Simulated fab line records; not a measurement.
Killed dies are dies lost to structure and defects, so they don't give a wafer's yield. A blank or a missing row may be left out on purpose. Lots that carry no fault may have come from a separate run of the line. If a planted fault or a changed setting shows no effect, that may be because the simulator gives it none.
A single fault, viewed from 2 desks | flow nand-harc | every desk sees just its own numbers, and what lay behind them comes last

== THE DEFECT DESK ==
Per lot, the means of the sampled wafers with a number show what the inspections along the route counted. The brackets show how far a lot's mean lies from the usual mean; more than 4 standard deviations puts the lot out of limits, marked OUT.
Columns: A = raw-defect-count at NHARC_P_START_INSPECT_01, usual 3.5
lot  | first seen here | A
L458 | day 1 12:02     | 2.0
L461 | day 2 06:02     | 3.0
L462 | day 2 12:02     | 3.7
L463 | day 2 18:03     | 4.3
L467 | day 3 18:02     | 3.0
L469 | day 4 06:02     | 2.7
L470 | day 4 12:02     | 2.7
L471 | day 4 18:02     | 2.3
L472 | day 5 00:02     | 4.0
L474 | day 5 12:02     | 3.7
L478 | day 6 12:02     | 2.7
L479 | day 6 18:02     | 3.7
This desk's finding: nothing out of limits on any of the 12 lots.

== DESK OF THE TOOL OWNER: ald-sin-02 ==
The tool's own readings at NHARC_P_GATE_ALD_36 (deposits SiNx, target thk 20 nm, pulse time 60 s, ald cycles 223): means of the sampled wafers that have a number, for each lot that ran on this tool. The brackets show how far a lot's mean lies from the usual mean; more than 4 standard deviations puts the lot out of limits, marked OUT.
Columns: A = heater-power-w at NHARC_P_GATE_ALD_36, usual 779 W; B = precursor-pulse-height-rel at NHARC_P_GATE_ALD_36, usual 1.001
lot  | first seen here | A   | B
L461 | day 5 10:13     | 729 | 1.012
L463 | day 6 02:31     | 890 | 1.019
L467 | day 6 21:49     | 820 | 1.038
L469 | day 7 15:13     | 864 | 1.014
L470 | day 8 04:08     | 850 | 0.998
L474 | day 8 17:07     | 852 | 1.013
This desk's finding: nothing out of limits on any of the 6 lots.

== BROUGHT TOGETHER ==
Nothing out of limits was seen by the defect desk.
The tool owner's desk saw nothing out of limits.

== WHAT HAD BEEN PUT IN BY THE SIMULATOR ==
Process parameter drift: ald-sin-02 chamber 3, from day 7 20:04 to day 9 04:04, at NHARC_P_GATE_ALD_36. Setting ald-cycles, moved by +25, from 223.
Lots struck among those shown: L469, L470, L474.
